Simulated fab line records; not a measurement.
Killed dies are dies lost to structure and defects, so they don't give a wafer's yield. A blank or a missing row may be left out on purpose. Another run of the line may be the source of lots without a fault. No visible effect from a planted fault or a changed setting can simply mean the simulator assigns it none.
Split-lot study    flow n5_finfet    7 lots, 39 wafers read, on a route of 1938 steps

## THE SPLIT
At N5_BEOL_M0_SAQP_PECVD_96 (deposits a-Si from SiH4/He, target thk 45 nm, time 45.2 s), the setting time_s was moved away from the recipe's 45.2 s on 12 of the 39 wafers read, by -56.1% to +58.9%. The other wafers ran this setting at the recipe's value.

## FROM THE SPLIT TO THE READING: what the file shows between them, 4 steps
- N5_BEOL_M0_SAQP_PECVD_97: deposits SiNx from SiH4/NH3/N2, target thk 23 nm, time 19.9 s
- N5_BEOL_M0_SAQP_PECVD_04: deposits a-Si from SiH4/He, target thk 60 nm, time 60.2 s
- N5_BEOL_M0_SAQP_ETCH_101: etches SiNx in CH3F/O2, target depth 29.9 nm, time 42.7 s
- N5_BEOL_M0_SAQP_ETCH_102: etches SiO2 in CF4, target depth 4 nm, time 4.4 s

## THE READING
oes_product_au, in a.u., at N5_BEOL_M0_SAQP_MANDREL_ETCH_103 (etches a-Si in HBr/Cl2, stops on SiCN, target depth 45 nm, bt time 10 s, time 27 s). Fault-free wafers of this fab line usually give 0.680 a.u., standard deviation 0.015 a.u.

wafer   tool, chamber at the split  time_s as run, s  against the recipe  oes_product_au, a.u.  against lot-mates on the recipe
L077.1  pecvd-04, 0                 45.2              recipe              0.670                 -
L077.2  pecvd-04, 1                 71.81             +58.9%              0.884                 +0.207
L077.3  pecvd-04, 2                 45.2              recipe              0.698                 -
L077.4  pecvd-04, 0                 71.81             +58.9%              0.930                 +0.253
L077.5  pecvd-04, 1                 45.2              recipe              0.663                 -
L077.6  pecvd-04, 2                 71.81             +58.9%              0.924                 +0.247
L081.1  pecvd-02, 1                 52.07             +15.2%              0.708                 +0.033
L081.2  pecvd-02, 0                 52.07             +15.2%              0.735                 +0.060
L081.3  pecvd-02, 2                 45.2              recipe              0.682                 -
L081.4  pecvd-02, 2                 45.2              recipe              0.682                 -
L081.5  pecvd-02, 1                 45.2              recipe              0.662                 -
L081.6  pecvd-02, 0                 52.07             +15.2%              0.736                 +0.061
L082.1  pecvd-02, 2                 45.2              recipe              0.699                 -
L082.2  pecvd-02, 1                 45.2              recipe              0.679                 -
L082.3  pecvd-02, 0,2               45.2              recipe              0.684                 -
L082.4  pecvd-02, 1                 45.2              recipe              0.693                 -
L082.5  pecvd-02, 0,2               45.2              recipe              0.689                 -
L082.6  pecvd-02, 0                 45.2              recipe              0.702                 -
L083.1  pecvd-01, 0                 45.2              recipe              0.706                 -
L083.2  pecvd-01, 2                 45.2              recipe              0.673                 -
L083.3  pecvd-01, 1                 45.2              recipe              0.687                 -
L083.4  pecvd-01, 1,0,2             45.2              recipe              0.686                 -
L083.5  pecvd-01, 1,0,2             45.2              recipe              0.688                 -
L083.6  pecvd-01, 1,0,2             45.2              recipe              0.676                 -
L086.1  pecvd-01, 0,1               33.29             -26.3%              0.561                 -0.139
L086.2  pecvd-01, 2                 33.29             -26.3%              0.583                 -0.117
L086.3  pecvd-01, 1                 45.2              recipe              0.691                 -
L086.4  pecvd-01, 2                 45.2              recipe              0.704                 -
L086.5  pecvd-01, 0                 45.2              recipe              0.704                 -
L086.6  pecvd-01, 0,1               33.29             -26.3%              0.598                 -0.102
L088.2  pecvd-01, 1                 45.2              recipe              0.692                 -
L088.3  pecvd-01, 2                 45.2              recipe              0.699                 -
L088.5  pecvd-01, 2                 45.2              recipe              0.679                 -
L095.1  pecvd-01, 1                 45.2              recipe              0.689                 -
L095.2  pecvd-01, 2                 45.2              recipe              0.665                 -
L095.3  pecvd-01, 0                 19.84             -56.1%              0.464                 -0.220
L095.4  pecvd-01, 1                 19.84             -56.1%              0.475                 -0.209
L095.5  pecvd-01, 0                 45.2              recipe              0.698                 -
L095.6  pecvd-01, 2                 19.84             -56.1%              0.466                 -0.218
If several chambers appear in one row, that row covers several wafers at once and the file leaves open which wafer was in which chamber.

FIT RESULTS
A straight line over all 39 wafers: oes_product_au changes by +0.00384 a.u. for each +1% of time_s; r = +0.99; the points scatter about the line by 0.014 a.u.
The same after taking each lot's own level away (the mean of its wafers on the recipe; 39 wafers): +0.00396 a.u. for each +1%; r = +0.99; scatter 0.013 a.u.
According to that fit, moving time_s by its largest amount changes the reading by 0.23 a.u.
The lots' own levels span 0.6753 to 0.6997 a.u., that is 1.6 times the standard deviation above.
Hence the lot-to-lot level has little effect on the slope; both slopes agree.
Check: for one of the wafers moved furthest among these (+58.9%), held out of the fit, the line's prediction against its lot-mates is +0.238 a.u. Against them it came out at +0.207 a.u.

## FURTHER SPLITS ON THESE WAFERS
Note: prior to the reading, these wafers also went through further splits. Each is held against what the fit with the lots' levels taken away leaves over:
other split on the same wafers           wafers away from the commonest value  r with oes_product_au (lot level and that fit taken away)
N5_ZERO_LAYER_DEVELOP_10 develop_time_s  12                                    -0.04
N5_FIN_SAQP_HM_DEP_72 target_thk_a       9                                     -0.14
N5_SD_EPI_N_ETCH_16 target_depth_a       15                                    +0.11
N5_SDB_ALD_29 ald_cycles                 18                                    +0.09

## THE WHOLE CHAIN: every reading that the file lists as answering this split, in the file's order
step                              what it does                                                                        reading                                                                                change (the file's fit)                    r (the file's)
N5_BEOL_M0_SAQP_PECVD_96          deposits a-Si from SiH4/He, target thk 45 nm, time 45.2 s                           a-Si_of_BEOL_M0_SAQP_PECVD_96.thk_nm (the simulator's own value, which no gauge read)  +0.45 nm for each +1% of the setting       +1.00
N5_BEOL_M0_SAQP_MANDREL_ETCH_103  etches a-Si in HBr/Cl2, stops on SiCN, target depth 45 nm, bt time 10 s, time 27 s  oes_product_au                                                                         +0.00396 a.u. for each +1% of the setting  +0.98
N5_BEOL_M0_SAQP_MANDREL_ETCH_103  etches a-Si in HBr/Cl2, stops on SiCN, target depth 45 nm, bt time 10 s, time 27 s  etch.depth_nm (the simulator's own value, which no gauge read)                         +0.45 nm for each +1% of the setting       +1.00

## THE FILE'S OWN FIT
oes_product_au changes by +0.00396 a.u. for each +1% of time_s, r = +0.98.
